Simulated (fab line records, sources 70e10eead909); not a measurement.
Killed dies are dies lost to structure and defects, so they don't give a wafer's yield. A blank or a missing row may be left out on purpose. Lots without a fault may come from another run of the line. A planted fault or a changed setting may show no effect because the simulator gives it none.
fab line records | flow nand_harc
record lots=13 wafers=34 last_day=24
route steps=1159 shown A_CHANNEL_HOLE_D1@463
lots that met no fault: from a run of the same line without faults
start_h: hours from the record's first day to the start of the lot's first wafer shown | wait_h: hours since the lot's step before | " the same as in the row above | L1.1+2: a row that stands for several wafers | - no value, or no start given | * or withheld: withheld | < > ~ a bound
route shown NAME@n: a module of which the file shows steps, and the number in the route of the first | usual: mean/standard deviation of fault-free wafers | same: alike in all rows | chamber/n: place in a boat | sites: the reading at each site | _std_site: their standard deviation | _edge_site: outer sites' mean less inner sites' | radius_mm: how far each site lies from the wafer's centre | mask NAME#n: copy n | behind: the tool/chamber that last shaped the wafer | hold: why the lot was held/for how many hours/how that ended | device: the transistor (n, p or np) that didn't switch | end of line: the same wafers' tests at the end of the route | a step without rows: its recipe alone | killed: dies lost to structure and defects at the first sort, not the wafer's yield | map: a wafer's dies, x killed, . not, _ none there
set.NAME: the setting as run; set.NAME@STEP: as run at that earlier step | model.NAME: the simulator's own value behind a step, which no gauge read
steps of the route over a sample of lots; a table a step, a row a wafer
services: from which hour (start_h, from the record's first day; less than 0 if before it) a tool's chamber was out of use, for how many hours, and why
## steps
# step NHARC_A_CHANNEL_HOLE_D1_OVL_MEAS_11
# usual overlay_x_nm=-0.3/0.89 overlay_y_nm=-0.1/0.85
# columns lot.wafer tool chamber start_h wait_h overlay_x_nm overlay_y_nm
L682.2 overlay-02 - 176.13 - 1.0 -0.6
L682.5 " - " " 1.4 -0.4
L682.6 " - " " 1.1 -0.3
L683.3 overlay-01 - 176.94 - -1.2 0.0
L683.4 " - " " -0.8 0.2
L683.5 " - " " -0.8 0.5
L685.1 overlay-02 - 192.88 - -0.9 -0.2
L685.3 " - " " -0.5 0.0
L685.4 " - " " -0.1 -0.5
L690.2 overlay-01 - 222.02 - 0.6 0.1
L690.4 " - " " 0.5 -0.2
L694.6 overlay-02 - 254.50 - 1.5 0.5
L695.1 overlay-01 - 254.92 - 0.2 -0.6
L695.2 " - " " 0.2 0.1
L695.4 " - " " 0.1 -0.5
L693.6 overlay-01 - 255.79 - -1.0 -2.0
L697.3 overlay-02 - 268.91 - -0.1 -1.4
L697.4 " - " " -0.9 -1.5
L697.6 " - " " -0.6 -1.4
L699.2 overlay-02 - 280.01 - -1.3 -0.7
L699.3 " - " " -1.1 -0.5
L699.5 " - " " -0.9 -0.7
L701.1 overlay-01 - 280.16 - -0.1 -0.2
L701.2 " - " " -0.3 -0.2
L701.6 " - " " -0.3 -0.4
L703.2 overlay-02 - 292.81 - 0.6 0.9
L703.3 " - " " 0.2 1.2
L703.6 " - " " 0.1 0.6
L702.1 overlay-02 - 293.93 - -1.4 0.4
L702.4 " - " " -1.1 0.4
L702.5 " - " " -0.9 0.7
L705.1 overlay-02 - 313.24 - 0.9 -0.5
L705.2 " - " " 0.2 0.0
L705.4 " - " " 0.4 -0.4
# step NHARC_A_CHANNEL_HOLE_D1_ETCH_38
# recipe target_depth_a=390 over_etch_frac=0.3 time_s=65 ion_energy_ev=80 cf4_flow_sccm=150 ar_flow_sccm=0 rf_w=300 bias_w=100 chemistry=CF4
# usual drypump_motor_current_A=5.40/0.29 oes_product_au=0.999/0.0077 rf_vpp_V=151.3/1.1 showerhead_plenum_p_Torr=1.76/0.068 throttle_valve_pct=13.283/0.0096
# columns lot.wafer tool chamber start_h wait_h drypump_motor_current_A oes_product_au rf_hours_counter_h rf_vpp_V showerhead_plenum_p_Torr throttle_valve_pct
L682.2 rie_diel-01 0 176.34 0.1 5.58 0.998 2 150.9 1.80 13.286
L682.5 " 1 " " 5.39 1.000 - 150.1 1.72 13.298
L682.6 " 0 " " 5.58 0.991 - 151.6 1.80 13.282
L683.3 rie_diel-03 2 177.14 0.1 5.36 1.003 9 150.6 1.66 13.275
L683.4 " 1 " " 5.73 0.998 - 150.1 1.66 13.290
L683.5 " 2 " " 5.36 0.989 - 150.0 1.66 13.292
L685.1 rie_diel-07 3 193.06 0.1 4.93 0.990 10 152.7 1.84 13.283
L685.4 " 0 " " 5.48 0.988 9 151.9 1.72 13.283
L685.3 " 1 " " 5.63 0.996 9 151.0 1.85 13.291
L690.2 rie_diel-07 1 222.22 0.1 5.59 0.993 11 154.3 1.85 13.265
L690.4 " 3 " " 4.94 0.994 13 151.8 1.84 13.281
L694.6 rie_diel-07 0 254.71 0.1 5.46 1.016 - 150.0 1.72 13.292
L695.1 rie_diel-03 2 255.10 0.1 5.34 1.013 2 151.1 1.66 13.287
L695.2 " 0 " " 5.00 1.011 2 150.1 1.74 13.287
L695.4 " 1 " " 5.73 1.003 2 148.8 1.66 13.281
L693.6 rie_diel-07 0 255.99 0.1 5.49 1.006 - 152.3 1.72 13.279
L697.3 rie_diel-03 1 269.11 0.1 5.72 0.989 3 150.9 1.66 13.274
L697.4 " 3 " " 5.46 0.991 3 152.9 1.83 13.303
L697.6 " 0 " " 5.01 1.014 - 149.8 1.74 13.300
L699.3 rie_diel-03 3 280.19 0.1 5.43 0.990 4 153.3 1.83 13.288
L699.2 " 0 " " 5.01 1.011 4 151.5 1.74 13.269
L699.5 " 3 " " 5.48 0.983 - 152.6 1.83 13.273
L701.2 rie_diel-01 0 280.35 0.1 5.55 0.993 9 152.5 1.80 13.267
L701.1 " 2 " " 4.91 0.999 7 151.3 1.80 13.292
L701.6 " 0 " " 5.56 1.003 - 151.2 1.80 13.279
L703.2 rie_diel-03 3 292.99 0.1 5.40 0.981 5 152.3 1.83 13.275
L703.3 " 0 " " 4.98 1.003 5 149.4 1.74 13.290
L703.6 " 0 " " 5.00 0.992 - 151.5 1.74 13.281
L702.4 rie_diel-01 1 294.12 0.1 5.35 1.012 10 151.2 1.72 13.281
L702.1 " 3 " " 5.94 0.997 11 150.7 1.80 13.295
L702.5 " 1 " " 5.40 1.005 - 150.0 1.72 13.279
L705.4 rie_diel-03 2 313.42 0.1 5.36 0.995 5 150.6 1.65 13.282
L705.1 " 3 " " 5.49 0.994 6 151.2 1.83 13.306
L705.2 " 0 " " 5.02 0.991 6 151.3 1.74 13.295
# step NHARC_A_CHANNEL_HOLE_D1_ETCH_34
# recipe target_depth_a=1540 time_s=77 cf4_flow_sccm=100 chf3_flow_sccm=30 ar_flow_sccm=0 rf_w=500 bias_w=200 chemistry=CF4/CHF3
# usual chf3_flow_sccm=29.98/0.074 drypump_motor_current_A=5.37/0.3 oes_product_au=0.952/0.022 rf_vpp_V=370.5/2.2 showerhead_plenum_p_Torr=1.57/0.06 throttle_valve_pct=16.802/0.0098
# columns lot.wafer tool chamber start_h wait_h chf3_flow_sccm drypump_motor_current_A oes_product_au rf_hours_counter_h rf_vpp_V showerhead_plenum_p_Torr throttle_valve_pct
L682.2 rie_diel-01 0 176.75 - 30.06 5.59 0.974 2 371.9 1.60 16.810
L682.6 " 3 " " 30.01 5.93 0.966 - 371.7 1.60 16.820
L682.5 " 0 " " 29.94 5.58 0.960 - 372.3 1.60 16.811
L683.3 rie_diel-03 3 177.56 - 30.02 5.46 0.951 9 372.9 1.63 16.807
L683.4 " 1 " " 29.94 5.72 0.960 - 368.9 1.47 16.802
L683.5 " 2 " " 30.13 5.34 0.966 - 367.8 1.47 16.809
L685.3 rie_diel-07 2 193.41 - 30.03 5.39 0.967 10 369.9 1.58 16.809
L685.1 " 0 " " 29.99 5.48 0.984 9 369.2 1.53 16.792
L685.4 " 1 " " 30.05 5.62 0.986 9 374.2 1.65 16.815
L690.2 rie_diel-07 3 222.57 - 29.98 4.90 0.846 13 371.6 1.64 16.786
L690.4 " 0 " " 29.92 5.49 0.921 12 369.6 1.53 16.786
L694.6 rie_diel-07 0 255.06 - 30.04 5.48 0.968 - 369.8 1.53 16.795
L695.2 rie_diel-03 3 255.45 - 30.07 5.48 0.935 2 372.4 1.63 16.808
L695.4 " 1 " " 30.01 5.72 0.964 2 368.7 1.47 16.813
L695.1 " 2 " " 29.97 5.34 0.959 2 366.7 1.47 16.799
L693.6 rie_diel-07 0 256.34 - 30.03 5.49 0.979 - 370.4 1.53 16.800
L697.4 rie_diel-03 3 269.46 - 30.01 5.45 0.949 3 372.5 1.63 16.811
L697.3 " 1 " " 29.99 5.69 0.973 3 368.0 1.47 16.798
L697.6 " 3 " " 30.01 5.44 0.954 - 372.0 1.63 16.803
L699.3 rie_diel-03 3 280.54 - 30.03 5.50 0.963 4 371.3 1.63 16.807
L699.2 " 1 " " 30.05 5.72 0.954 4 366.3 1.47 16.804
L699.5 " 3 " " 30.02 5.51 0.963 - 371.6 1.63 16.806
L701.1 rie_diel-01 2 280.69 - 29.92 4.93 0.973 7 371.6 1.60 16.800
L701.2 " 0 " " 29.94 5.59 0.958 9 372.7 1.60 16.809
L701.6 " 2 " " 29.96 4.91 0.972 - 372.5 1.60 16.795
L703.3 rie_diel-03 3 293.34 - 29.91 5.44 0.913 5 371.7 1.63 16.818
L703.2 " 2 " " 30.03 5.34 0.935 4 367.7 1.47 16.790
L703.6 " 0 " " 29.95 5.02 0.930 - 369.8 1.55 16.787
L702.4 rie_diel-01 2 294.45 - 30.14 4.92 0.919 9 372.4 1.60 16.804
L702.1 " 0 " " 29.94 5.57 0.921 10 370.2 1.60 16.788
L702.5 " 2 " " 30.21 4.93 0.928 - 372.9 1.60 16.800
L705.2 rie_diel-03 0 313.77 - 30.19 5.01 0.954 6 370.4 1.55 16.799
L705.4 " 1 " " 30.02 5.71 0.967 5 366.0 1.47 16.799
L705.1 " 2 " " 29.90 5.36 0.971 5 367.7 1.47 16.813
# step NHARC_A_CHANNEL_HOLE_D1_INSPECT_40
# usual raw_defect_count=62/17
# columns lot.wafer tool chamber start_h wait_h raw_defect_count
L682.2 defect_inspect-01 - 183.32 - 35
L682.5 " - " " 51
L682.6 " - " " 34
L683.3 defect_inspect-02 - 186.40 - 78
L683.4 " - " " 79
L683.5 " - " " 85
L685.1 defect_inspect-01 - 200.06 - 54
L685.3 " - " " 53
L685.4 " - " " 40
L690.2 defect_inspect-02 - 229.01 - 68
L690.4 " - " " 47
L694.6 defect_inspect-02 - 261.50 - 45
L695.1 defect_inspect-02 - 261.89 - 84
L695.2 " - " " 64
L695.4 " - " " 86
L693.6 defect_inspect-02 - 265.69 - 55
L697.3 defect_inspect-02 - 275.91 - 79
L697.4 " - " " 78
L697.6 " - " " 79
L699.2 defect_inspect-01 - 287.51 - 39
L699.3 " - " " 61
L699.5 " - " " 41
L701.1 defect_inspect-01 - 290.81 - 68
L701.2 " - " " 58
L701.6 " - " " 79
L703.2 defect_inspect-02 - 299.83 - 67
L703.3 " - " " 67
L703.6 " - " " 40
L702.1 defect_inspect-02 - 300.91 - 64
L702.4 " - " " 55
L702.5 " - " " 51
L705.1 defect_inspect-01 - 320.36 - 66
L705.2 " - " " 96
L705.4 " - " " 57
## services
# columns tool chamber start_h hours kind
rie_diel-03 0 162.40 16.2 repair
rie_diel-01 2 169.09 25.7 repair
rie_diel-03 1 169.80 - clean
rie_diel-03 2 169.80 - clean
rie_diel-03 3 169.80 - clean
rie_diel-01 - 179.47 0.5 repair
rie_diel-03 0 194.30 - clean
rie_diel-03 1 194.30 - clean
rie_diel-03 2 194.30 - clean
rie_diel-03 3 194.30 - clean
rie_diel-07 3 195.03 1.2 repair
rie_diel-03 - 215.30 9.0 pm
rie_diel-03 0 215.30 9.0 vent_cycle
rie_diel-03 1 215.30 9.0 vent_cycle
rie_diel-03 2 215.30 9.0 vent_cycle
rie_diel-03 3 215.30 9.0 vent_cycle
rie_diel-03 0 224.30 - clean
rie_diel-03 1 224.30 - clean
rie_diel-03 2 224.30 - clean
rie_diel-03 3 224.30 - clean
rie_diel-07 - 228.46 9.0 pm
rie_diel-03 0 248.80 - clean
rie_diel-03 2 301.21 11.3 repair
rie_diel-03 1 305.65 7.5 repair
## key
first_sign step=NHARC_A_CHANNEL_HOLE_D1_ETCH_34 reading=oes_product_au direction=down sigmas=4.8 usual=0.952 struck=0.846
effect none on later readings
met_at NHARC_A_CHANNEL_HOLE_D1_ETCH_34
struck_lots L690
struck_wafers L690.2
later_rows_left_out L690.2
sort_left_out L690.2
tester_left_out L690
not_acting_at NHARC_A_CHANNEL_HOLE_D1_OVL_MEAS_11,NHARC_A_CHANNEL_HOLE_D1_ETCH_38,NHARC_A_CHANNEL_HOLE_D1_INSPECT_40
onset_between 193.41 222.57
fault kind=process_parameter_drift tool=rie_diel-07 chamber=- onset_h=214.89 steps=NHARC_A_CHANNEL_HOLE_D1_ETCH_34 channel=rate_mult offset=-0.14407 shape=step end_h=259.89 scope=struck_wafers_only
# tester_left_out: of these lots the tester's yield and bins aren't shown, on N5 and GAA mostly nor the transistor test; their killed dies are dies lost to structure and defects alone, not to doping, threshold or leakage, so they don't give the yield
# sort_left_out: the simulated sort isn't trusted on such a fault, so these wafers' sort isn't shown, and their yield isn't known
# later_rows_left_out: the simulator's readings of these wafers behind a module that went badly wrong aren't trusted and aren't shown, but for the sort
